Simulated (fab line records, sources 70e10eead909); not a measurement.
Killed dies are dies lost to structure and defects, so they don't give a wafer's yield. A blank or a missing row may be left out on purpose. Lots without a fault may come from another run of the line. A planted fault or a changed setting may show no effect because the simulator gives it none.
fab line records | flow nand_harc
record lots=12 wafers=35 last_day=24
route steps=1159 shown A_CONTACT@936 END@1159
lots that met no fault: from a run of the same line without faults
start_h: hours from the record's first day to the start of the lot's first wafer shown | wait_h: hours since the lot's step before | " the same as in the row above | L1.1+2: a row that stands for several wafers | - no value, or no start given | * or withheld: withheld | < > ~ a bound
route shown NAME@n: a module of which the file shows steps, and the number in the route of the first | usual: mean/standard deviation of fault-free wafers | same: alike in all rows | chamber/n: place in a boat | sites: the reading at each site | _std_site: their standard deviation | _edge_site: outer sites' mean less inner sites' | radius_mm: how far each site lies from the wafer's centre | mask NAME#n: copy n | behind: the tool/chamber that last shaped the wafer | hold: why the lot was held/for how many hours/how that ended | device: the transistor (n, p or np) that didn't switch | end of line: the same wafers' tests at the end of the route | a step without rows: its recipe alone | killed: dies lost to structure and defects at the first sort, not the wafer's yield | map: a wafer's dies, x killed, . not, _ none there
set.NAME: the setting as run; set.NAME@STEP: as run at that earlier step | model.NAME: the simulator's own value behind a step, which no gauge read
steps of the route over a sample of lots; a table a step, a row a wafer
services: from which hour (start_h, from the record's first day; less than 0 if before it) a tool's chamber was out of use, for how many hours, and why
## steps
# step NHARC_A_CONTACT_OVL_MEAS_09
# usual overlay_x_nm=-0.2/0.69 overlay_y_nm=0.1/1
# columns lot.wafer tool chamber start_h wait_h overlay_x_nm overlay_y_nm
L434.1 overlay-02 - 379.93 - 0.1 -0.6
L434.4 " - " " 0.1 -0.5
L434.5 " - " " 0.2 -0.6
L433.1 overlay-01 - 384.34 - 1.4 -1.2
L433.2 " - " " 1.1 -0.5
L433.5 " - " " 1.1 -1.4
L438.2 overlay-02 - 402.72 - -0.6 1.0
L438.5 " - " " 0.4 0.3
L438.6 " - " " 0.4 0.4
L435.1 overlay-01 - 403.12 - -1.0 -0.7
L435.4 " - " " -0.5 -0.2
L435.6 " - " " -0.3 -0.2
L439.3 overlay-01 - 405.80 - -0.2 0.2
L439.4 " - " " 0.0 -0.1
L439.5 " - " " 0.0 0.3
L443.1 overlay-02 - 439.15 - -0.9 0.3
L443.3 " - " " -1.2 0.3
L443.4 " - " " -0.8 -0.2
L442.1 overlay-02 - 442.86 - -0.3 0.4
L442.2 " - " " -0.8 0.4
L442.3 " - " " -0.7 0.9
L444.4 overlay-01 - 463.37 - 0.1 2.5
L444.5 " - " " -0.1 1.6
L450.1 overlay-02 - 473.14 - 0.4 -1.1
L450.3 " - " " 0.3 -0.9
L450.5 " - " " 0.5 -1.3
L451.2 overlay-01 - 509.98 - 0.2 -0.7
L451.5 " - " " 0.4 -1.3
L451.6 " - " " 0.0 -1.5
L453.3 overlay-01 - 522.84 - -0.7 2.2
L453.4 " - " " -1.2 2.4
L453.6 " - " " -0.3 2.1
L456.1 overlay-02 - 525.34 - 0.2 -1.3
L456.4 " - " " 0.0 -1.1
L456.5 " - " " 0.5 -1.1
# step NHARC_A_CONTACT_DESCUM_13
# recipe time_s=3 o2_flow_sccm=200 ar_flow_sccm=0 bias_power_w=0 chemistry=O2
# usual drypump_motor_current_A=5.7/0.37 oes_product_au=1.005/0.007 rf_vpp_V=57.7/0.96 showerhead_plenum_p_Torr=1.89/0.1 throttle_valve_pct=11.311/0.0083
# columns lot.wafer tool chamber start_h wait_h drypump_motor_current_A oes_product_au rf_hours_counter_h rf_vpp_V showerhead_plenum_p_Torr throttle_valve_pct
L434.4 rie_diel-13 0 380.04 0.1 5.5 1.004 33 58.0 1.90 11.313
L434.1 " 2 " " 5.6 1.020 34 58.1 2.06 11.323
L434.5 " 0 " " 5.4 1.010 - 57.3 1.90 11.299
L433.1 rie_diel-07 1 384.44 0.1 5.7 0.994 31 58.3 1.96 11.294
L433.2 " 3 " " 6.1 1.006 29 55.4 1.77 11.317
L433.5 " 1 " " 5.7 0.995 - 59.3 1.96 11.314
L438.2 rie_diel-07 1 402.84 0.1 5.7 0.997 36 58.1 1.95 11.309
L438.5 " 2 " " 5.5 1.000 - 55.6 1.76 11.298
L438.6 " 3 " " 6.1 0.993 - 56.1 1.77 11.305
L435.1 rie_diel-01 2 403.22 0.1 6.3 1.012 34 58.2 1.96 11.321
L435.4 " 3 " " 5.5 0.997 35 57.8 1.92 11.322
L435.6 " 2 " " 6.3 1.006 - 56.6 1.96 11.307
L439.3 rie_diel-01 0 405.91 0.1 5.4 1.007 32 58.4 1.80 11.299
L439.4 " 2 " " 6.3 1.014 35 58.7 1.96 11.297
L439.5 " 0 " " 5.4 0.999 - 57.7 1.80 11.306
L443.4 rie_diel-07 1 439.26 0.1 5.7 1.009 4 57.6 1.95 11.314
L443.1 " 2 " " 5.5 1.005 4 59.0 2.08 11.313
L443.3 " 3 " " 6.1 1.011 4 56.0 1.77 11.323
L442.3 rie_diel-07 2 442.96 0.1 5.5 1.003 4 57.3 2.07 11.311
L442.2 " 3 " " 6.1 1.009 4 57.4 1.77 11.311
L442.1 " 1 " " 5.7 1.009 4 58.2 1.95 11.299
L444.4 rie_diel-01 2 463.51 0.1 6.3 1.010 - 58.4 1.95 11.286
L444.5 " 3 " " 5.5 1.010 - 57.2 1.91 11.312
L450.3 rie_diel-01 1 473.32 0.1 5.8 1.012 44 57.3 1.81 11.317
L450.1 " 3 " " 5.5 0.994 62 57.0 1.91 11.325
L450.5 " 2 " " 6.3 1.009 - 58.0 1.95 11.315
L451.2 rie_diel-07 3 510.16 0.1 6.1 1.000 20 57.5 1.76 11.314
L451.6 " 2 " " 5.5 0.993 - 58.3 2.07 11.309
L451.5 " 3 " " 6.1 0.997 - 57.2 1.76 11.315
L453.4 rie_diel-01 0 522.93 0.1 5.4 1.000 8 56.9 1.79 11.328
L453.3 " 3 " " 5.6 1.008 8 57.7 1.90 11.295
L453.6 " 1 " " 5.8 1.002 - 57.2 1.81 11.324
L456.4 rie_diel-07 2 525.43 0.1 5.5 0.997 21 59.1 2.07 11.306
L456.1 " 3 " " 6.1 0.999 23 56.6 1.76 11.313
L456.5 " 2 " " 5.5 1.000 - 59.3 2.07 11.320
# step NHARC_A_CONTACT_ETCH_89
# recipe target_depth_a=2600 over_etch_frac=0.3 time_s=475.3 ion_energy_ev=200 n2_flow_sccm=150 h2_flow_sccm=150 ar_flow_sccm=0 rf_w=400 bias_w=150 chemistry=N2/H2
# usual drypump_motor_current_A=5.7/0.37 oes_product_au=1.003/0.0077 rf_vpp_V=430/3.1 showerhead_plenum_p_Torr=2.02/0.11 throttle_valve_pct=14.172/0.0084
# same over_etch_frac=0.3
# columns lot.wafer tool chamber start_h wait_h drypump_motor_current_A oes_product_au rf_hours_counter_h rf_vpp_V showerhead_plenum_p_Torr throttle_valve_pct
L434.1 rie_diel-13 2 - - 5.6 1.019 34 435 2.21 14.180
L434.4 " 1 " " 6.3 1.000 35 428 1.92 14.172
L434.5 " 2 " " 5.7 1.013 - 436 2.21 14.168
L433.2 rie_diel-07 1 - - 5.7 1.004 32 433 2.09 14.174
L433.1 " 2 " " 5.5 1.007 31 426 1.87 14.178
L433.5 " 1 " " 5.7 0.994 - 431 2.09 14.158
L438.2 rie_diel-07 1 - - 5.7 0.993 37 431 2.08 14.180
L438.5 " 2 " " 5.5 1.010 - 426 1.87 14.172
L438.6 " 3 " " 6.1 0.991 - 427 1.88 14.182
L435.4 rie_diel-01 1 - - 5.8 1.010 31 427 1.93 14.167
L435.1 " 2 " " 6.3 1.021 34 432 2.09 14.174
L435.6 " 0 " " 5.4 1.013 - 425 1.91 14.180
L439.4 rie_diel-01 0 - - 5.4 0.998 32 428 1.91 14.171
L439.3 " 1 " " 5.8 1.005 32 427 1.93 14.172
L439.5 " 3 " " 5.5 1.006 - 430 2.04 14.167
L443.3 rie_diel-07 0 - - 5.0 1.006 4 433 2.16 14.188
L443.4 " 1 " " 5.7 0.997 4 430 2.08 14.189
L443.1 " 2 " " 5.5 0.985 4 435 2.22 14.174
L442.3 rie_diel-07 0 - - 5.0 1.002 5 434 2.16 14.169
L442.2 " 2 " " 5.5 0.996 4 435 2.22 14.165
L442.1 " 3 " " 6.1 1.000 5 426 1.88 14.169
L444.5 rie_diel-01 2 - - 6.3 1.009 - 432 2.08 14.183
L444.4 " 3 " " 5.5 0.998 - 431 2.03 14.172
L450.1 rie_diel-01 0 - - 5.4 1.008 57 426 1.91 14.156
L450.3 " 3 " " 5.5 1.000 62 431 2.03 14.194
L450.5 " 0 " " 5.4 1.013 - 428 1.91 14.173
L451.2 rie_diel-07 2 - - 5.5 0.999 18 435 2.21 14.180
L451.6 " 3 " " 6.1 1.013 - 427 1.88 14.168
L451.5 " 0 " " 5.1 1.005 - 434 2.15 14.168
L453.3 rie_diel-01 2 - - 6.3 1.001 7 431 2.08 14.176
L453.4 " 3 " " 5.5 1.005 8 431 2.03 14.178
L453.6 " 0 " " 5.4 0.992 - 427 1.90 14.178
L456.4 rie_diel-07 3 - - 6.1 0.997 23 425 1.87 14.179
L456.1 " 2 " " 5.5 0.997 21 436 2.21 14.169
L456.5 " 0 " " 5.0 1.010 - 434 2.15 14.180
# step NHARC_A_CONTACT_ETCH_92
# recipe target_depth_a=400 over_etch_frac=0.5 time_s=85.7 ion_energy_ev=120 ch3f_flow_sccm=50 o2_flow_sccm=30 ar_flow_sccm=200 rf_w=500 bias_w=100 chemistry=CH3F/O2
# usual drypump_motor_current_A=5.7/0.36 oes_product_au=0.936/0.025 rf_vpp_V=244.5/2.1 showerhead_plenum_p_Torr=2.46/0.14 throttle_valve_pct=20.662/0.0089
# same over_etch_frac=0.5
# columns lot.wafer tool chamber start_h wait_h drypump_motor_current_A oes_product_au rf_hours_counter_h rf_vpp_V showerhead_plenum_p_Torr throttle_valve_pct
L434.1 rie_diel-07 2 382.19 0.4 5.5 0.930 31 241.8 2.27 20.656
L434.5 " 1 " " 5.7 0.923 - 244.3 2.51 20.680
L434.4 " 3 " " 6.1 0.935 - 243.0 2.28 20.663
L433.2 rie_diel-01 3 387.28 0.4 5.5 0.927 27 245.7 2.46 20.667
L433.1 " 1 " " 5.8 0.935 23 241.9 2.34 20.657
L433.5 " 2 " " 6.3 0.943 - 245.0 2.52 20.662
L438.2 rie_diel-07 0 404.91 0.3 5.0 0.934 33 247.1 2.60 20.656
L438.6 " 3 " " 6.1 0.929 - 240.2 2.28 20.679
L438.5 " 0 " " 5.0 0.932 - 245.1 2.60 20.672
L435.1 rie_diel-01 1 405.44 0.3 5.8 0.934 31 243.4 2.34 20.652
L435.4 " 0 " " 5.4 0.930 32 241.4 2.32 20.651
L435.6 " 1 " " 5.8 0.934 - 241.8 2.34 20.652
L439.3 rie_diel-01 1 408.43 0.4 5.8 0.936 32 242.6 2.34 20.655
L439.4 " 3 " " 5.5 0.924 - 244.2 2.46 20.669
L439.5 " 0 " " 5.4 0.936 - 242.0 2.32 20.664
L443.3 rie_diel-07 3 441.40 0.3 6.1 0.930 4 242.3 2.28 20.659
L443.1 " 0 " " 5.0 0.933 4 245.8 2.60 20.663
L443.4 " 1 " " 5.7 0.752 4 244.2 2.51 20.660
L442.3 rie_diel-07 1 445.39 0.3 5.7 0.927 5 247.1 2.51 20.653
L442.2 " 2 " " 5.5 0.758 5 246.6 2.66 20.658
L442.1 " 3 " " 6.1 0.935 5 242.6 2.28 20.655
L444.4 rie_diel-07 2 465.70 0.3 5.5 0.739 10 247.4 2.66 20.667
L444.5 " 3 " " 6.1 0.928 - 241.1 2.28 20.666
L450.3 rie_diel-13 2 476.16 0.3 5.7 1.012 6 246.2 2.63 20.640
L450.1 " 0 " " 5.5 0.991 5 243.4 2.42 20.661
L450.5 " 2 " " 5.6 0.997 - 247.8 2.63 20.674
L451.2 rie_diel-13 3 512.23 0.4 5.4 0.982 19 242.8 2.38 20.654
L451.5 " 3 " " 5.4 0.990 - 242.7 2.38 20.670
L451.6 " 0 " " 5.5 0.983 - 243.1 2.42 20.670
L453.3 rie_diel-01 1 526.30 0.2 5.8 0.931 9 242.2 2.33 20.670
L453.4 " 3 " " 5.5 0.927 10 244.3 2.44 20.665
L453.6 " 1 " " 5.8 0.917 - 242.3 2.33 20.674
L456.1 rie_diel-07 3 527.54 0.3 6.1 0.927 23 241.8 2.27 20.651
L456.4 " 1 " " 5.7 0.921 22 242.6 2.50 20.670
L456.5 " 2 " " 5.5 0.914 - 247.8 2.65 20.653
# step NHARC_END_SORT_01
# recipe temp_c=25
# usual killed_at_array=26/8.6 killed_at_other=0.7/0.97 killed_at_periphery=3.2/2.2 killed_dies=30/8.9 killed_open=3.1/1.8 killed_short=2.2/1.8
# same gross_dies=677
# columns lot.wafer tool chamber start_h wait_h killed_at_array killed_at_other killed_at_periphery killed_dies killed_open killed_short
L433.1 prober-01 0 442.40 2.5 29 1 1 31 2 1
L433.2 prober-01 0 443.19 2.8 26 0 4 30 4 2
L433.5 prober-01 0 445.55 3.6 30 1 1 32 1 1
L451.2 prober-02 0 564.61 2.8 29 0 1 30 3 1
L451.5 prober-02 0 567.02 3.7 21 1 4 26 2 2
L451.6 prober-02 0 567.82 4.0 21 1 3 25 2 4
# killed by level:class
L433.1 A_CHANNEL_HOLE_D1:chamber_film_flake=16 A_SLIT:chamber_film_flake=4 A_ZERO_WELL:chamber_film_flake=2 A_STAIRCASE:chamber_film_flake=2 A_WL_FILL:chamber_film_flake=2 A_SGD_CUT:geometric_particle:open=1 A_WL_FILL:geometric_particle:short=1 A_WL_FILL:geometric_particle:open=1
L433.2 A_CHANNEL_HOLE_D1:chamber_film_flake=12 A_SLIT:chamber_film_flake=5 A_STAIRCASE:chamber_film_flake=3 P_BONDPAD:chamber_film_flake=2 P_M0:geometric_particle:short=1 A_SOURCE_PLATE:geometric_particle:open=1 A_CHANNEL_FILL_D1:geometric_particle:open=1 A_WL_FILL:geometric_particle:open=1
L433.5 A_CHANNEL_HOLE_D1:chamber_film_flake=16 A_SLIT:chamber_film_flake=7 A_ZERO_WELL:chamber_film_flake=2 A_CONTACT:chamber_film_flake=2 A_CHANNEL_HOLE_D1:geometric_particle:short=1 A_M0:geometric_particle:open=1 P_STI:chamber_film_flake=1 A_STAIRCASE:chamber_film_flake=1
L451.2 A_CHANNEL_HOLE_D1:chamber_film_flake=7 A_SGD_CUT:chamber_film_flake=7 A_CONTACT:chamber_film_flake=7 A_SLIT:chamber_film_flake=2 A_WL_FILL:chamber_film_flake=2 A_CHANNEL_FILL_D1:geometric_particle:open=1 A_WL_FILL:geometric_particle:short=1 A_CONTACT:geometric_particle:open=1
L451.5 A_SGD_CUT:chamber_film_flake=7 A_CHANNEL_HOLE_D1:chamber_film_flake=5 A_CONTACT:chamber_film_flake=4 A_SLIT:chamber_film_flake=3 P_M0:geometric_particle:open=1 P_M1:geometric_particle:short=1 A_CHANNEL_HOLE_D1:geometric_particle:open=1 P_GATE:chamber_film_flake=1
L451.6 A_SGD_CUT:chamber_film_flake=5 A_SLIT:chamber_film_flake=5 A_CHANNEL_HOLE_D1:chamber_film_flake=4 A_WL_FILL:geometric_particle:short=2 P_GATE:chamber_film_flake=2 P_M1:geometric_particle:short=1 A_CHANNEL_FILL_D1:geometric_particle:short=1 A_WL_FILL:geometric_particle:open=1
## services
# columns tool chamber start_h hours kind
rie_diel-07 0 359.75 - clean
rie_diel-07 1 359.75 - clean
rie_diel-07 2 359.75 - clean
rie_diel-07 3 359.75 - clean
rie_diel-07 0 380.10 8.9 repair
rie_diel-07 1 384.25 - clean
rie_diel-07 2 384.25 - clean
rie_diel-07 3 384.25 - clean
rie_diel-07 0 405.25 9.0 vent_cycle
rie_diel-07 1 405.25 9.0 vent_cycle
rie_diel-07 2 405.25 9.0 vent_cycle
rie_diel-07 0 414.25 - clean
rie_diel-07 0 414.25 - consumable_replace:focus_ring
rie_diel-07 1 414.25 - clean
rie_diel-07 1 414.25 - consumable_replace:focus_ring
rie_diel-07 2 414.25 - clean
rie_diel-07 2 414.25 - consumable_replace:focus_ring
rie_diel-07 2 414.25 - consumable_replace:showerhead
rie_diel-07 3 414.25 - clean
rie_diel-01 1 434.38 29.7 repair
rie_diel-07 0 438.75 - clean
rie_diel-01 0 443.72 6.3 repair
rie_diel-13 - 453.14 9.0 pm
rie_diel-01 - 491.87 9.0 pm
## key
first_sign step=NHARC_A_CONTACT_ETCH_92 reading=oes_product_au direction=down sigmas=7.6 usual=0.936 struck=0.750
effect none on later readings
met_at NHARC_A_CONTACT_ETCH_92
struck_lots L442,L443,L444
struck_wafers L442.2,L443.4,L444.4
tester_left_out L442,L443,L444
not_acting_at NHARC_A_CONTACT_OVL_MEAS_09,NHARC_A_CONTACT_DESCUM_13,NHARC_A_CONTACT_ETCH_89
onset_between 404.91 441.40
fault kind=process_parameter_drift tool=rie_diel-07 chamber=- onset_h=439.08 steps=NHARC_A_CONTACT_ETCH_92 channel=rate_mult offset=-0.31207 shape=step end_h=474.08 scope=struck_wafers_only
# tester_left_out: of these lots the tester's yield and bins aren't shown, on N5 and GAA mostly nor the transistor test; their killed dies are dies lost to structure and defects alone, not to doping, threshold or leakage, so they don't give the yield
